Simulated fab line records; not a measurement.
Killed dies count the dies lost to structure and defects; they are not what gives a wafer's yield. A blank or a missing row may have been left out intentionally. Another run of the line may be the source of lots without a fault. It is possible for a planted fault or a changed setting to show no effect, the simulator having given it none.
Which tool was responsible? | flow nand-harc | 6 lots with 18 wafers sampled at 5 steps, on a route of 1159 steps

== WHAT THE GAUGES READ, wafer by wafer ==
NHARC_END_SORT_01.
lot  | measured     | on        | killed-at-array
L236 | day 19 21:18 | prober-02 | 27 27 28
L245 | day 23 22:22 | prober-01 | 657 651 661

== WHICH TOOL RAN EACH LOT (tool, then ch and the chambers of the sampled wafers, then the start) ==
lot  | NHARC_A_STAIRCASE_TRIM_202                    | NHARC_A_STAIRCASE_ETCH_225                    | NHARC_A_STAIRCASE_ETCH_234                    | NHARC_A_STAIRCASE_TRIM_235
L239 | rie-diel-02 ch 0,1,2, day 12 01:02 or earlier | rie-diel-06 ch 0,1,2, day 12 01:02 or earlier | rie-diel-06 ch 0,1,2, day 12 01:02 or earlier | rie-diel-06 ch 0,1,2, day 12 01:02
L236 | rie-diel-01 ch 1,2, day 12 03:36 or earlier   | rie-diel-01 ch 1,2, day 12 03:36 or earlier   | rie-diel-02 ch 1,3, day 12 03:36 or earlier   | rie-diel-02 ch 1,2,3, day 12 03:36
L241 | rie-diel-02 ch 0,1,2, day 12 21:58 or earlier | rie-diel-02 ch 0,2,3, day 12 21:58 or earlier | rie-diel-01 ch 1,2, day 12 21:58 or earlier   | rie-diel-01 ch 0,2,3, day 12 21:58
L242 | rie-diel-02 ch 0,3, day 13 07:31 or earlier   | rie-diel-02 ch 2,3, day 13 07:31 or earlier   | rie-diel-02 ch 0,1,2, day 13 07:31 or earlier | rie-diel-02 ch 0,2,3, day 13 07:31
L245 | rie-diel-01 ch 2,3, day 15 00:54 or earlier   | rie-diel-01 ch 2,3, day 15 00:54 or earlier   | rie-diel-06 ch 0,2,3, day 15 00:54 or earlier | rie-diel-06 ch 2,3, day 15 00:54
L257 | rie-diel-06 ch 0,1,2, day 17 01:16 or earlier | rie-diel-02 ch 0,3, day 17 01:16 or earlier   | rie-diel-02 ch 0,3, day 17 01:16 or earlier   | rie-diel-02 ch 0,3, day 17 01:16
- NHARC_A_STAIRCASE_TRIM_202: chemistry O2, time 211.2 s.
- NHARC_A_STAIRCASE_ETCH_225: etches the open film in C4F8/O2, target depth 100 nm, time 40.5 s.
- NHARC_A_STAIRCASE_ETCH_234: etches the open film in C4F8/O2, target depth 100 nm, time 40.5 s.
- NHARC_A_STAIRCASE_TRIM_235: chemistry O2, time 211.2 s.

== THE ANSWER, worked out from the rows above alone ==
Rule: the usual values come from the lots themselves. The widest of any qualifying gaps counts: lots, ordered by their means at a reading, are off when they make up no more than a third of the lots, leave a main group of 4 or more, and stand apart from it by 3 or more times the standard deviation of that group's means. Not used: any main group whose means are identical at the precision the tables above print for the reading. A lot without any number at a reading at which 4 lots or more have one is off too. The other lots that the step has rows for count as sound.
None of the lots is off at any reading shown; this tells nothing.

== WHAT HAD BEEN PUT IN BY THE SIMULATOR ==
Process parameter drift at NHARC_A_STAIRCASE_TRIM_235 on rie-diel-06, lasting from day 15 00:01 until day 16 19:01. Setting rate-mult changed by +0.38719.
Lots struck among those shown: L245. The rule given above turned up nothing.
